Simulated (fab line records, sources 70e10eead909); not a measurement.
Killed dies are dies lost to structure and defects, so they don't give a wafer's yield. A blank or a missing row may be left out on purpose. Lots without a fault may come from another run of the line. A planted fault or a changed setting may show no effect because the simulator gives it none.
Chamber matching | flow nand_harc | NHARC_P_CONTACT_ETCH_18 on rie_diel-04: 4 sister chambers
The step etches the open film in C4F8/O2/Ar, target depth 481 nm, time 240.5 s. 4 wafers are shown with their chamber, then 8 later ones without.

WAFERS WITH THEIR CHAMBER
wafer  | chamber | rf_vpp_V (V)
L917.2 | 3       | 981
L917.3 | 1       | 980
L917.5 | 2       | 982
L919.2 | 0       | 986

WAFERS WITHOUT THEIR CHAMBER
wafer  | rf_vpp_V (V)
L919.4 | 979
L919.5 | 982
L920.2 | 979
L920.3 | 986
L920.5 | 980
L922.3 | 980
L922.5 | 988
L922.6 | 980

WHICH CHAMBER EACH WENT THROUGH
wafer  | from the rows above     | in truth
L919.4 | can't be placed: 1 or 3 | 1
L919.5 | can't be placed: 2 or 3 | 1
L920.2 | can't be placed: 1 or 3 | 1
L920.3 | 0                       | 0
L920.5 | can't be placed: 1 or 3 | 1
L922.3 | can't be placed: 1 or 3 | 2
L922.5 | 0                       | 0
L922.6 | can't be placed: 1 or 3 | 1
Placed correctly: 2 of 8. Can't be placed from these rows: 6 (the true chamber is among the candidates in 4). Placed wrongly: 0.
How it was worked out, from the rows above alone: a wafer's distance from a chamber is the root of the sum, over the readings, of the square of ((its reading less the chamber's mean) divided by the reading's scatter). The wafer belongs to the nearest chamber; if the next one is less than 2 further off, it can't be placed. A chamber's mean is the mean of its shown wafers. The scatter: with one shown wafer a chamber, the root of the mean of the squares of how far each hidden wafer lies from its nearest shown one.
